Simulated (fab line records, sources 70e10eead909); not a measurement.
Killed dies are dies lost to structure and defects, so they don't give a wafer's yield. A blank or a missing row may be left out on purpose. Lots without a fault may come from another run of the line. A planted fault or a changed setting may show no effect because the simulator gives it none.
Chamber matching | flow nand_harc | NHARC_A_STAIRCASE_DEP_301 on pecvd-02: 3 sister chambers
The step deposits SiON, target thk 30 nm. 14 wafers are shown with their chamber, then 7 later ones without.

WAFERS WITH THEIR CHAMBER
wafer  | chamber | showerhead_vpp_V (V) | rf_fwd_power_W (W) | heater_power_w (W)
L477.1 | 1       | 1102                 | 348.8              | 798
L477.2 | 0       | 1133                 | 347.5              | 731
L477.5 | 1       | 1095                 | 348.0              | 788
L479.1 | 2       | 1098                 | 349.8              | 771
L479.3 | 1       | 1095                 | 348.7              | 889
L479.6 | 2       | 1076                 | 348.0              | 775
L487.1 | 0       | 1120                 | 347.3              | 687
L487.2 | 2       | 1130                 | 349.7              | 738
L487.3 | 1       | 1083                 | 347.8              | 705
L494.2 | 1       | 1086                 | 347.2              | 855
L494.3 | 2       | 1108                 | 349.8              | 678
L494.6 | 1       | 1093                 | 347.1              | 845
L495.1 | 0       | 1142                 | 348.5              | 737
L495.3 | 1       | 1088                 | 348.1              | 816

SIGNATURES (means of the wafers above)
reading          | chamber 0 | chamber 1 | chamber 2 | scatter within a chamber
showerhead_vpp_V | 1131.67   | 1091.71   | 1103.00   | 13.5
rf_fwd_power_W   | 347.767   | 347.957   | 349.325   | 0.726
heater_power_w   | 718.33    | 813.71    | 740.50    | 51
Rule: a wafer's distance from a chamber is the root of the sum, over the readings, of the square of ((its reading less the chamber's mean) divided by the reading's scatter). The wafer belongs to the nearest chamber; if the next one is less than 2 further off, it can't be placed. The scatter: the root of (the sum of the squares of (reading less its chamber's mean) over the shown wafers, divided by (wafers less chambers)).

WAFERS WITHOUT THEIR CHAMBER
wafer  | showerhead_vpp_V (V) | rf_fwd_power_W (W) | heater_power_w (W)
L495.5 | 1118                 | 347.9              | 742
L497.1 | 1126                 | 348.1              | 686
L497.4 | 1119                 | 348.1              | 664
L497.5 | 1096                 | 349.2              | 794
L499.4 | 1134                 | 347.5              | 698
L499.5 | 1120                 | 350.7              | 893
L499.6 | 1072                 | 349.7              | 905

WHICH CHAMBER EACH WENT THROUGH
wafer  | from the rows above          | in truth
L495.5 | can't be placed: 0 or 2 or 1 | 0
L497.1 | can't be placed: 0 or 2      | 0
L497.4 | can't be placed: 0 or 2      | 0
L497.5 | can't be placed: 2 or 1      | 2
L499.4 | 0                            | 0
L499.5 | can't be placed: 2 or 1 or 0 | 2
L499.6 | can't be placed: 1 or 2      | 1
Placed correctly: 1 of 7. Can't be placed from these rows: 6 (the true chamber is among the candidates in 6). Placed wrongly: 0.
